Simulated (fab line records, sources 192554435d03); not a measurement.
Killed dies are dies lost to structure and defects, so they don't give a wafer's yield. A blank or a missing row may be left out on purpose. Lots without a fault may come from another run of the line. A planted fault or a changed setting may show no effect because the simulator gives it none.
Chamber matching | flow n5_finfet | N5_GATE_CUT_ALD_22 on ald_sin-03: 4 sister chambers
The step deposits SiNx, target thk 16 nm, pulse time 1 s, ald cycles 320. 8 wafers are shown with their chamber, then 11 later ones without.

WAFERS WITH THEIR CHAMBER
wafer  | chamber | heater_power_w (W) | precursor_pulse_height_rel
L081.4 | 1       | 873                | 0.995
L081.6 | 3       | 824                | 0.991
L086.1 | 1       | 844                | 1.001
L086.5 | 2       | 793                | 1.035
L088.1 | 2       | 791                | 0.962
L088.3 | 0       | 859                | 0.976
L088.6 | 3       | 842                | 0.992
L092.2 | 0       | 884                | 0.968

WAFERS WITHOUT THEIR CHAMBER
wafer  | heater_power_w (W) | precursor_pulse_height_rel
L092.3 | 779                | 1.021
L092.5 | 856                | 0.969
L094.1 | 852                | 0.995
L094.3 | 830                | 1.021
L094.5 | 864                | 0.992
L095.3 | 814                | 0.983
L095.4 | 829                | 0.967
L095.5 | 785                | 1.010
L097.1 | 869                | 0.962
L097.2 | 836                | 1.000
L097.6 | 794                | 1.019

WHICH CHAMBER EACH WENT THROUGH
wafer  | from the rows above               | in truth
L092.3 | 2                                 | 2
L092.5 | can't be placed: 0 or 1 or 3      | 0
L094.1 | can't be placed: 1 or 3 or 0      | 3
L094.3 | can't be placed: 3 or 1 or 2      | 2
L094.5 | can't be placed: 1 or 0 or 3      | 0
L095.3 | can't be placed: 3 or 2 or 1      | 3
L095.4 | can't be placed: 3 or 1 or 2 or 0 | 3
L095.5 | 2                                 | 2
L097.1 | can't be placed: 0 or 1           | 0
L097.2 | can't be placed: 3 or 1           | 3
L097.6 | 2                                 | 2
Placed correctly: 3 of 11. Can't be placed from these rows: 8 (the true chamber is among the candidates in 8). Placed wrongly: 0.
How it was worked out, from the rows above alone: a wafer's distance from a chamber is the root of the sum, over the readings, of the square of ((its reading less the chamber's mean) divided by the reading's scatter). The wafer belongs to the nearest chamber; if the next one is less than 2 further off, it can't be placed. A chamber's mean is the mean of its shown wafers. The scatter: the root of (the sum of the squares of (reading less its chamber's mean) over the shown wafers, divided by (wafers less chambers)).
